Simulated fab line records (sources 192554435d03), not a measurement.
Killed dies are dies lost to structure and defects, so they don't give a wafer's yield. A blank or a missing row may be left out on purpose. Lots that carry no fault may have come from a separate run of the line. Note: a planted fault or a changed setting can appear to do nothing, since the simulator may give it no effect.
fab line records    flow n5-finfet
record: lots: 4  wafers: 12  last-day: 16
route steps=1938 shown SD_EPI_N@275 SD_EPI_P@295 BEOL_M4@1111 PASSIVATION@1936
lots that met no fault: from a run of the same line without faults
start-h: hours from the record's first day to the start of the lot's first wafer shown    wait-h: time in hours since the lot's previous step    " repeats the value in the row above    L1.1+2: a row that stands for several wafers    - either no value or no given start    * or withheld: withheld    < > ~ a bound
route shown NAME@n: NAME is a module with steps in the file, n the number in the route of the first one    usual: mean/standard deviation taken from wafers without a fault    same: alike in all rows    chamber/n: place in a boat    sites: per-site readings    _std_site: standard deviation across them    _edge_site: outer sites' mean less inner sites'    radius-mm: how far each site lies from the wafer's centre    mask NAME#n: copy n    behind: tool/chamber where the wafer was last shaped    hold: what put the lot on hold/how long, in hours/how the hold closed    device: transistor that didn't switch, given as n, p or np    end of line: the route-end tests of the same wafers    where a step has no rows: the recipe by itself    killed: count of dies lost to structure and defects at first sort (not the wafer's yield)    map: shows each die of a wafer: x if killed, . if not, _ if none is there
set.NAME: the setting that was run; set.NAME@STEP: the one run at that earlier step    model.NAME: the simulator's own value behind a step, which no gauge read
lots at selected steps of the route; one table per step, one row per wafer
services: from which hour (start-h, from the record's first day; less than 0 if before it) a tool's chamber was out of use, for how many hours, and why
== steps ==
step: N5_SD_EPI_N_ETCH_35
recipe: chemistry: N2/H2  target: SOC  overetch-a: 1080  mask-material: SiARC  temp-c: 40  ion-energy-ev: 100  source-w: 3000  bias-w: 133  pressure-mtorr: 20  time-s: 486  n2-flow-sccm: 200  h2-flow-sccm: 200
step: N5_SD_EPI_N_STRIP_36
recipe: chemistry: N2/H2  temp-c: 40  n2-flow-sccm: 200  h2-flow-sccm: 200  rf-frequency-hz: 6e+07
step: N5_SD_EPI_N_ETCHBACK_44
recipe: chemistry: CH3F/O2  mode: anisotropic-etchback  target: SiNx  target-depth-a: 145  stop-on: SiO2  over-etch-frac: 0.3  ion-energy-ev: 120  pressure-mtorr: 30  source-w: 395  bias-w: 73  Ar_flow_sccm: 150  CH3F_flow_sccm: 30  O2_flow_sccm: 20
step: N5_SD_EPI_N_ETCH_45
recipe: chemistry: CH3F/O2  target: SiOCN  target-depth-a: 60  mask-material: SOC  ion-energy-ev: 60  bias-w: 29  pressure-mtorr: 15  source-w: 410  Ar_flow_sccm: 150  CH3F_flow_sccm: 30  O2_flow_sccm: 20
step: N5_SD_EPI_N_ETCH_16
recipe: chemistry: CHF3/O2  target: SiO2  target-depth-a: 50  mask-material: SOC  pressure-mtorr: 30  source-w: 650  bias-w: 170  Ar_flow_sccm: 200  CHF3_flow_sccm: 50  O2_flow_sccm: 5  ion-energy-ev: 200
step: N5_SD_EPI_N_STRIP_47
recipe: chemistry: CHF3/O2  resist: SiARC  rf-frequency-hz: 6e+07
step: N5_SD_EPI_N_SD_RECESS_17
recipe: chemistry: HBr/Cl2/O2  target-depth-a: 410  mask-material: SOC  time-s: 23.7  bt-time-s: 3  pressure-mtorr: 10  icp-w: 800  bias-w: 112  HBr_flow_sccm: 150  Cl2_flow_sccm: 80  O2_flow_sccm: 12
step: N5_SD_EPI_N_STRIP_38
recipe: chemistry: N2/H2  power-w: 1000  temp-c: 250  h2-frac: 0.65  overash-fraction: 0.3  pressure-mtorr: withheld  n2-flow-sccm: 1750  h2-flow-sccm: 3250
step: N5_SD_EPI_N_WET_ETCH_43
recipe: chemistry: dHF  dilution: withheld  time-s: 14  target: SiO2  target-depth-a: 15  temp-c: 25
step: N5_SD_EPI_N_STRIP_18
recipe: chemistry: SPM  time-s: 750  temp-c: 130  h2so4-h2o2-vol-ratio: 4
step: N5_SD_EPI_N_SRD_20
recipe: dry: ipa-marangoni  do-ppb: 5  time-s: 30  temp-c: 23  rinse-liquid: diw
step: N5_SD_EPI_N_PRECLEAN_48
recipe: chemistry: NF3:NH3  afs-cycles: 2  temp-c: 30  time-s: 20  sublimation-temp-c: 180  sublimation-time-s: 60  pressure-torr: 3  rf-power-w: 30
step: N5_SD_EPI_N_VAPOR_ETCH_50
recipe: chemistry: HCl  target: Si  temp-c: 775  time-s: 54  pressure-torr: 20  mode: isotropic
usual: lamp-inner-pct: 21.4/2.4  susceptor-temp-C: 774.9/0.31  throttle-valve-pct: 11.4/0.45
lot.wafer  tool          chamber  start-h  wait-h  lamp-inner-pct  susceptor-temp-C  throttle-valve-pct
L119.3     epi-rpcvd-02  0        89.54    0.3     18.1            775.1             11.8
L119.4     "             0        "        "       18.1            775.0             11.8
L119.6     "             0        "        "       18.0            775.2             11.9
L125.2     epi-rpcvd-02  0        123.75   0.3     18.8            788.8             11.8
L125.5     "             0        "        "       18.7            787.8             11.7
L125.6     "             0        "        "       18.7            788.0             11.8
L126.1     epi-rpcvd-02  0        127.25   0.3     18.8            787.6             11.8
L126.2     "             0        "        "       18.8            787.9             11.7
L126.4     "             0        "        "       18.7            787.7             11.9
L127.4     epi-rpcvd-01  0        134.99   0.3     21.3            775.1             11.5
L127.5     "             0        "        "       21.4            774.8             11.7
L127.6     "             0        "        "       21.5            774.7             11.9
step: N5_SD_EPI_N_EPI_21
recipe: material: Si:P  dopant: P  temp-c: 680  pressure-torr: 255  time-s: 690
step: N5_SD_EPI_N_PRECLEAN_24
recipe: chemistry: O3/DIW  time-s: 60  temp-c: 22  o3-ppm: 10
step: N5_SD_EPI_N_SRD_25
recipe: time-s: 30  temp-c: 23  rinse-liquid: diw  dry: ipa-marangoni
step: N5_SD_EPI_N_PRECLEAN_49
recipe: chemistry: NF3:NH3  afs-cycles: 1  temp-c: 30  time-s: 20  sublimation-temp-c: 180  sublimation-time-s: 60  pressure-torr: 3  rf-power-w: 30
step: N5_SD_EPI_N_LINER_46
recipe: material: SiNx  target-thk-a: 30  temp-c: 400  ald-precursor-family: SiH2I2  ald-co-reactant: N2/H2-plasma  pressure-torr: 2
step: N5_SD_EPI_P_COAT_34
recipe: resist: SOC  temp-c: 250  time-s: 60  spin-rpm: 1500  resist-thk-nm: 350
step: N5_SD_EPI_P_COAT_35
recipe: resist: SiARC  temp-c: 220  time-s: 60  spin-rpm: 1500  resist-thk-nm: 35
step: N5_SD_EPI_P_COAT_03
recipe: resist: CAR-ArF-block  spin-rpm: 1500  resist-thk-nm: 150
step: N5_SD_EPI_P_EBR_05
recipe: solvent: PGMEA  ebr-width-mm: 1.5
step: N5_SD_EPI_P_SOFTBAKE_04
recipe: temp-c: 110  time-s: 60  resist: CAR-ArF-block
step: N5_SD_EPI_P_EXPOSE_06
recipe: mask-id: SD_P_BLK  na: 1.35  source-shape: conventional  sigma-outer: 0.8  polarization: unpolarized  target-cd-nm: 240  dose-mj: 39.5
step: N5_SD_EPI_P_PEB_07
recipe: peb-temp-c: 110  peb-time-s: 60  resist: CAR-ArF-block
step: N5_SD_EPI_P_DEVELOP_08
recipe: develop-time-s: 30  developer: TMAH  resist: CAR-ArF-block  dev-temp-c: 23  rinse-liquid: diw  dry: air-spin
step: N5_SD_EPI_P_DESCUM_14
recipe: chemistry: O2  time-s: 7.9  source-power-w: 50  bias-power-w: 20  pressure-mtorr: 20  rf-frequency-hz: 2.712e+07  temp-c: 40  resist: CAR-ArF-block  o2-flow-sccm: 225
step: N5_SD_EPI_P_ETCH_36
recipe: chemistry: CF4  target: SiARC  target-depth-a: 455  mask-material: CAR-ArF-block  time-s: 75.8  ion-energy-ev: 80  pressure-mtorr: 40  source-w: 545  bias-w: 36  Ar_flow_sccm: 100  cf4-flow-sccm: 100  ends: cleared
step: N5_SD_EPI_P_ETCH_37
recipe: chemistry: N2/H2  target: SOC  overetch-a: 1080  mask-material: SiARC  temp-c: 40  ion-energy-ev: 100  source-w: 3000  bias-w: 133  pressure-mtorr: 20  time-s: 486  n2-flow-sccm: 200  h2-flow-sccm: 200  ends: end-point
step: N5_SD_EPI_P_STRIP_38
recipe: chemistry: N2/H2  temp-c: 40  n2-flow-sccm: 200  h2-flow-sccm: 200  rf-frequency-hz: 6e+07
step: N5_SD_EPI_P_ETCHBACK_46
recipe: chemistry: CH3F/O2  mode: anisotropic-etchback  target: SiNx  target-depth-a: 175  stop-on: SiO2  over-etch-frac: 0.3  ion-energy-ev: 120  pressure-mtorr: 30  source-w: 395  bias-w: 73  Ar_flow_sccm: 150  CH3F_flow_sccm: 30  O2_flow_sccm: 20
step: N5_SD_EPI_P_ETCH_47
recipe: chemistry: CH3F/O2  target: SiOCN  target-depth-a: 250  mask-material: SOC  ion-energy-ev: 60  bias-w: 29  pressure-mtorr: 30  source-w: 410  Ar_flow_sccm: 150  CH3F_flow_sccm: 30  O2_flow_sccm: 20
step: N5_SD_EPI_P_ETCH_16
recipe: chemistry: CHF3/O2  target: SiO2  target-depth-a: 50  mask-material: SOC  pressure-mtorr: 30  source-w: 650  bias-w: 170  Ar_flow_sccm: 200  CHF3_flow_sccm: 50  O2_flow_sccm: 5  ion-energy-ev: 200
step: N5_SD_EPI_P_STRIP_50
recipe: chemistry: CHF3/O2  resist: SiARC  rf-frequency-hz: 6e+07
step: N5_SD_EPI_P_SD_RECESS_17
recipe: chemistry: HBr/Cl2/O2  target-depth-a: 391  bt-time-s: 3  pressure-mtorr: 10  icp-w: 800  bias-w: 112  HBr_flow_sccm: 150  Cl2_flow_sccm: 80  O2_flow_sccm: 12
step: N5_SD_EPI_P_WET_ETCH_45
recipe: chemistry: dHF  dilution: withheld  time-s: 10.7  target: SiO2  target-depth-a: 20  temp-c: 25  dry: ipa-marangoni  rinse-time-s: 30  rinse-temp-c: 23
step: N5_SD_EPI_P_STRIP_40
recipe: chemistry: N2/H2  power-w: 1000  temp-c: 250  h2-frac: 0.65  overash-fraction: 0.3  pressure-mtorr: withheld  n2-flow-sccm: 1750  h2-flow-sccm: 3250
step: N5_BEOL_M4_RC_MEAS_101
usual: DIBL_N: 36.3/1.2  DIBL_P: 36.3/1.4  IOFF_N: 0.157/0.02  IOFF_N_85C: 3.1/0.33  IOFF_N_LIN: 0.073/0.0078  IOFF_P: 0.22/0.033  ION_N: 675/9.6  ION_P: 465/8.2  REXT_N: 74.5/2.1  SS_N: 71.4/0.45  SS_P: 73.3/0.54  VT_N: 249.8/2.5  VT_N_LVT: 98.8/2.6  VT_P: -249/3.2
lot.wafer  tool       chamber  start-h  wait-h  DIBL_N[mV/V]  DIBL_P[mV/V]  IOFF_N[nA/um]  IOFF_N_85C[nA/um]  IOFF_N_LIN[nA/um]  IOFF_P[nA/um]  ION_N[uA/um]  ION_P[uA/um]  REXT_N[ohm.um]  SS_N[mV/dec]  SS_P[mV/dec]  VT_N[mV]  VT_N_LVT[mV]  VT_P[mV]
L119.3     prober-01  0        235.18   0.3     36.7          36.2          0.146          2.9                0.069              0.19           670           451           72.2            70.4          73.0          251.1     99.0          -256
L119.4     "          0        "        "       37.0          36.5          0.146          2.9                0.070              0.20           669           463           72.7            71.2          73.4          251.2     100.0         -251
L119.6     "          0        "        "       35.5          35.0          0.124          2.5                0.061              0.17           661           453           72.2            71.1          73.2          254.5     102.1         -253
L126.1     prober-01  0        251.93   0.0     44.4          35.8          0.380          6.6                0.140              0.20           721           457           64.3            73.5          72.7          236.4     85.5          -253
L126.2     "          0        "        "       43.4          35.2          0.351          6.1                0.134              0.20           725           459           63.0            72.5          72.7          236.8     86.1          -252
L126.4     "          0        "        "       43.5          35.2          0.355          6.2                0.137              0.19           728           456           64.3            73.1          72.9          236.8     85.1          -251
L125.2     prober-01  0        269.58   0.2     45.4          37.2          0.409          6.8                0.156              0.26           740           473           67.5            72.7          73.9          233.6     83.9          -246
L125.5     "          0        "        "       44.5          36.6          0.378          6.3                0.146              0.24           737           474           66.9            72.6          73.2          235.7     85.9          -247
L125.6     "          0        "        "       45.4          37.6          0.416          6.7                0.155              0.25           741           471           67.7            73.3          73.6          233.6     84.4          -246
L127.4     prober-02  0        277.36   0.5     36.2          35.8          0.149          2.9                0.070              0.20           669           457           75.9            71.3          73.6          248.4     101.0         -252
L127.5     "          0        "        "       36.7          36.7          0.155          3.0                0.073              0.22           672           464           75.7            72.1          73.6          248.1     98.8          -250
L127.6     "          0        "        "       36.6          36.1          0.151          3.0                0.069              0.20           673           455           74.3            71.9          74.2          249.9     99.4          -253
step: N5_PASSIVATION_PROBE_49
usual: defect-limited-yield: 91.1/1.4  killed_at_M0_to_M3: 33/10  killed_at_M4_up: 15/5.8  killed-at-contacts: 13/5.9  killed-at-front-end: 39/11  killed-at-other: 4/3.6  killed-dies: 105/16  killed-open: 68/11  killed-short: 34/7.8  sort_bin_4_leakage: 0/0  sort_bin_5_function: 5.2/0.88  sort_bin_6_memory: 3.3/0.61  sort-n-pass: 1075/16  sort-yield-pct: 91.1/1.4
same: gross-dies: 1180  killed-at-back-side: 0  sort_bin_8_speed[%]: 0
lot.wafer  tool       chamber  start-h  wait-h  defect-limited-yield[%]  killed_at_M0_to_M3  killed_at_M4_up  killed-at-contacts  killed-at-front-end  killed-at-other  killed-dies  killed-open  killed-short  sort_bin_4_leakage[%]  sort_bin_5_function[%]  sort_bin_6_memory[%]  sort-n-pass  sort-yield-pct[%]
L119.3     prober-01  -        345.53   0.1     91.9                     43                  19               9                   24                   1                96           65           29            0                      4.4                     3.5                   1084         91.9
L119.4     prober-01  -        345.58   0.2     91.7                     23                  23               6                   41                   5                98           63           34            0                      4.7                     3.5                   1082         91.7
L119.6     prober-01  -        345.68   0.3     90.6                     44                  18               8                   39                   2                111          69           39            0                      5.1                     4.0                   1069         90.6
L126.1     prober-01  -        358.32   0.0     91.1                     43                  12               3                   33                   14               105          58           43            9.15                   5.6                     2.8                   967          81.9
L126.2     prober-01  -        358.37   0.1     91.2                     43                  12               13                  27                   9                104          64           37            4.24                   4.5                     4.0                   1026         86.9
L126.4     prober-01  -        358.47   0.2     90.9                     42                  13               6                   34                   12               107          61           43            5.76                   4.3                     4.1                   1005         85.2
L125.2     prober-02  -        371.81   0.1     89.1                     43                  24               6                   44                   12               129          74           53            11.10                  6.9                     3.3                   920          78.0
L125.5     prober-02  -        371.96   0.2     89.4                     57                  13               14                  39                   2                125          73           48            5.59                   6.4                     3.2                   989          83.8
L125.6     prober-02  -        372.01   0.3     90.5                     71                  14               11                  14                   2                112          82           30            12.63                  5.5                     3.8                   919          77.9
L127.4     prober-02  -        375.82   0.2     91.8                     23                  10               13                  44                   7                97           54           40            0                      4.8                     3.1                   1083         91.8
L127.5     prober-02  -        375.87   0.2     87.4                     37                  28               20                  51                   13               149          109          36            0                      6.9                     5.3                   1031         87.4
L127.6     prober-02  -        375.92   0.3     90.1                     36                  7                8                   59                   7                117          76           38            0                      6.0                     3.5                   1063         90.1
killed by level:class
L119.3 BEOL_M2:geometric-particle:open=17 BEOL_M0_SAQP:geometric-particle:open=8 MOL_CONTACT_COAG:geometric-particle:open=7 BEOL_M4:geometric-particle:open=7 BEOL_M2:geometric-particle:short=5 BEOL_M3:geometric-particle:open=5 FIN_SAQP:geometric-particle:open=4 BEOL_M0_SAQP:geometric-particle:short=4
L119.4 STI_FIN_REVEAL:geometric-particle:open=12 BEOL_M4:geometric-particle:open=12 GATE_CUT:geometric-particle:short=7 MOL_CONTACT_COAG:geometric-particle:open=6 BEOL_M0_SAQP:geometric-particle:short=6 FIN_SAQP:geometric-particle:short=4 DUMMY_GATE:geometric-particle:open=4 BEOL_M1:geometric-particle:short=4
L119.6 BEOL_M2:geometric-particle:open=13 FIN_SAQP:geometric-particle:short=8 BEOL_M4:geometric-particle:open=7 FIN_SAQP:geometric-particle:open=6 BEOL_M0_SAQP:geometric-particle:open=6 BEOL_M1:geometric-particle:open=6 BEOL_M3:geometric-particle:open=6 MOL_CONTACT_COAG:geometric-particle:open=5
L126.1 BEOL_M2:geometric-particle:open=11 FIN_SAQP:geometric-particle:short=9 BEOL_M0_SAQP:geometric-particle:short=7 BEOL_M1:geometric-particle:open=7 FIN_SAQP:geometric-particle:open=6 BEOL_M3:geometric-particle:open=6 DUMMY_GATE:geometric-particle:open=4 MIM_TOP_ETCH:geometric-particle:open=4
L126.2 BEOL_M2:geometric-particle:open=10 BEOL_M4:geometric-particle:open=9 BEOL_M1:geometric-particle:open=9 MOL_CONTACT_COAG:geometric-particle:open=8 BEOL_M0_SAQP:geometric-particle:short=8 FIN_SAQP:geometric-particle:short=7 DUMMY_GATE:geometric-particle:open=7 BEOL_M0_SAQP:geometric-particle:open=5
L126.4 BEOL_M0_SAQP:geometric-particle:short=14 FIN_SAQP:geometric-particle:short=12 BEOL_M2:geometric-particle:open=10 FIN_SAQP:geometric-particle:open=6 MOL_CONTACT_COAG:geometric-particle:open=6 BEOL_M4:geometric-particle:open=6 BEOL_M0_SAQP:geometric-particle:open=5 BEOL_M1:geometric-particle:open=5
L125.2 BEOL_M0_SAQP:geometric-particle:short=17 FIN_SAQP:geometric-particle:short=14 BEOL_M4:geometric-particle:open=14 BEOL_M0_SAQP:geometric-particle:open=11 FIN_SAQP:geometric-particle:open=10 BEOL_M2:geometric-particle:open=5 STI_FIN_REVEAL:geometric-particle:open=5 MOL_CONTACT_COAG:geometric-particle:open=5
L125.5 BEOL_M0_SAQP:geometric-particle:short=13 BEOL_M0_SAQP:geometric-particle:open=13 MOL_CONTACT_COAG:geometric-particle:open=10 FIN_SAQP:geometric-particle:short=9 BEOL_M2:geometric-particle:open=9 FIN_SAQP:geometric-particle:open=8 BEOL_M1:geometric-particle:open=6 BEOL_M4:geometric-particle:open=6
L125.6 BEOL_M0_SAQP:geometric-particle:open=15 BEOL_M1:geometric-particle:open=13 BEOL_M0_SAQP:geometric-particle:short=12 BEOL_M2:geometric-particle:open=11 MOL_CONTACT_COAG:geometric-particle:open=10 BEOL_M3:geometric-particle:open=8 BEOL_M1:geometric-particle:short=6 BEOL_M4:geometric-particle:open=5
L127.4 FIN_SAQP:geometric-particle:open=11 MOL_CONTACT_COAG:geometric-particle:open=11 FIN_SAQP:geometric-particle:short=9 BEOL_M2:geometric-particle:open=7 STI_FIN_REVEAL:geometric-particle:open=6 GATE_CUT:geometric-particle:short=6 BEOL_M3:geometric-particle:open=5 BEOL_M4:geometric-particle:open=5
L127.5 FIN_SAQP:geometric-particle:open=21 MOL_CONTACT_COAG:geometric-particle:open=16 BEOL_M4:geometric-particle:open=15 STI_FIN_REVEAL:geometric-particle:open=10 BEOL_M3:geometric-particle:open=10 FIN_SAQP:geometric-particle:short=9 BEOL_M0_SAQP:geometric-particle:open=8 BEOL_M5:geometric-particle:open=6
L127.6 FIN_SAQP:geometric-particle:open=18 BEOL_M2:geometric-particle:open=17 FIN_SAQP:geometric-particle:short=11 STI_FIN_REVEAL:geometric-particle:open=8 MOL_CONTACT_COAG:geometric-particle:open=7 STARTING-WAFER:geometric-particle:open=6 BEOL_M2:geometric-particle:short=4 GATE_CUT:geometric-particle:open=3
map L125.2 (x killed, . not)
_________________.....x...x.x________________
______________.x................_____________
___________......x............x....__________
__________.x.....x.x................_________
________....x......x.................._______
_______....x....xxx..............x.....______
______.....xx............x.............._____
_____........xx..........................____
____.................x......xx........x...___
___..........xx..x..x..x...xx....x......x..__
___.....x....x...............x....x........__
__..x....x....x......................x......_
__....x.xx.........x.....x.................._
_....................................x.......
_.............x..........xx..................
_x..xx...............x....x................x.
_....x.....x..............xx.................
_...x...............x.x...............x......
_......xx................................x..x
_.....x...x.....x......x.......x.......x.....
_.....x...................x....x.............
__...x........x......x...........xx...x....x_
__..x..........xx.....x...............x...x._
___..............x.........................__
___.xx...x..x.......x.......x..x.......x...__
____.....x......x.x..x............x...x...___
_____x...x...x.x............x..x.........____
______....x..x.x.x.....................x_____
_______..............x..x...x..........______
________.x...........x................_______
__________...x..x...............xx.._________
___________..x.....................__________
______________x................._____________
_________________.....x......________________
map L126.4 (x killed, . not)
_________________..x.........________________
______________......x..........._____________
___________..xxx..x...x............__________
__________.......x........x...x.x..._________
________.x............................_______
_______.....x.x.x..........x.....xx....______
______...........x......................_____
_____.......x..x....x..x.................____
____..x........x....x.........x....x......___
___.....x........................x.........__
___........x........x.....x...........x....__
__.........................................._
__...................x......................_
_............x.........xx...x...x............
_.....x...x...x..x..............x...x......x.
_............................................
_x...........x..x......x.....................
_...............x.....x.....x..............x.
_.......x........x..........x................
_......................x.x.......x.........x.
_.....x.x...x.x.x.x..........................
__..x......................x.x..........x..._
__...............x.....x....x..x............_
___..x.x...................................__
___..........x.x.........x.................__
____.x.........................x...x..x...___
_____..............x.....................____
______...x....x..............x.........._____
_______..x.x..............x.....x......______
________.....................x......x._______
__________....................xx..x._________
___________.....xx.x......x........__________
______________....xxx...x......._____________
_________________.x..........________________
== services ==
tool          chamber  start-h  hours  kind
epi-rpcvd-01  -        83.73    0.3    repair
== key ==
first-sign: step: N5_SD_EPI_N_VAPOR_ETCH_50  reading: susceptor-temp-C  direction: up  sigmas: 42  usual: *  struck: *
effect: step: N5_BEOL_M4_RC_MEAS_101  reading: IOFF_N  direction: up  sigmas: 11  usual: 0.157  struck: 0.381
effect: step: N5_BEOL_M4_RC_MEAS_101  reading: IOFF_N_85C  direction: up  sigmas: 10  usual: 3.1  struck: 6.4
effect: step: N5_BEOL_M4_RC_MEAS_101  reading: IOFF_N_LIN  direction: up  sigmas: 9.1  usual: 0.073  struck: 0.144
effect: step: N5_BEOL_M4_RC_MEAS_101  reading: DIBL_N  direction: up  sigmas: 7  usual: 36.3  struck: 44.4
effect: step: N5_BEOL_M4_RC_MEAS_101  reading: ION_N  direction: up  sigmas: 5.9  usual: 675  struck: 732
effect: step: N5_BEOL_M4_RC_MEAS_101  reading: VT_N  direction: down  sigmas: 5.8  usual: 249.8  struck: 235.5
effect: step: N5_BEOL_M4_RC_MEAS_101  reading: VT_N_LVT  direction: down  sigmas: 5.2  usual: 98.8  struck: 85.1
effect: step: N5_BEOL_M4_RC_MEAS_101  reading: REXT_N  direction: down  sigmas: 4.1  usual: 74.5  struck: 65.6
effect: step: N5_BEOL_M4_RC_MEAS_101  reading: SS_N  direction: up  sigmas: 3.4  usual: 71.4  struck: 73.0
effect: step: N5_PASSIVATION_PROBE_49  reading: sort_bin_4_leakage  direction: up  sigmas: 95  usual: 0  struck: 8.08
met-at N5_SD_EPI_N_VAPOR_ETCH_50
struck-wafers L125.2,L125.5,L125.6,L126.1,L126.2,L126.4
onset-between 89.54 123.75
fault: kind: process-parameter-drift  tool: epi-rpcvd-02  chamber: -  onset-h: 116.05  steps: N5_SD_EPI_N_VAPOR_ETCH_50  channel: temp-c  offset: *  shape: step  end-h: 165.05  acts-in: *  stated: *
